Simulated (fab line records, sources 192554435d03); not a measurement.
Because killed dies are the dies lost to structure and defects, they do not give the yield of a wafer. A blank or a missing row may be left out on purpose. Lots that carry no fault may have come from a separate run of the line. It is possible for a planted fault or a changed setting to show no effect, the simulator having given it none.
Chamber matching | flow n5 finfet | 3 sister chambers for N5_BEOL_M2_ILD_DEP_00 on pecvd-02
The step deposits SiOC from DEMS/O2, target thk 79 nm, time 15.3 s. 3 wafers are shown with their chamber, then 11 later ones without.

## EACH WAFER AND ITS CHAMBER
wafer  | chamber | throttle valve pct (%)
L086.2 | 0       | 12.3
L086.5 | 1       | 13.1
L090.1 | 2       | 11.8

## WAFERS WITH NO CHAMBER GIVEN
wafer  | throttle valve pct (%)
L090.5 | 12.2
L090.6 | 11.5
L092.2 | 13.2
L092.5 | 12.2
L092.6 | 11.8
L094.4 | 11.7
L094.5 | 13.1
L094.6 | 12.3
L095.1 | 13.0
L095.5 | 12.0
L095.6 | 13.1

## CHAMBER TAKEN BY EACH
wafer  | from the rows above     | in truth
L090.5 | 0                       | 0
L090.6 | 2                       | 2
L092.2 | 1                       | 1
L092.5 | 0                       | 0
L092.6 | 2                       | 2
L094.4 | 2                       | 2
L094.5 | 1                       | 1
L094.6 | 0                       | 0
L095.1 | 1                       | 1
L095.5 | can't be placed: 2 or 0 | 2
L095.6 | 1                       | 1
Correctly placed: 10 of 11. Can't be placed from these rows: 1 (the true chamber is among the candidates in 1). Placed wrongly: 0.
How it was worked out, from the rows above alone: a wafer's distance from a chamber is the root of the sum, over the readings, of the square of ((its reading less the chamber's mean) divided by the reading's scatter). If the next closest chamber is less than 2 further off than the closest, the wafer can't be placed; otherwise it belongs to the closest. A chamber's mean is the mean of its shown wafers. The scatter (one wafer shown for each chamber): square how far every hidden wafer sits from the nearest shown wafer, average those squares and take the square root.
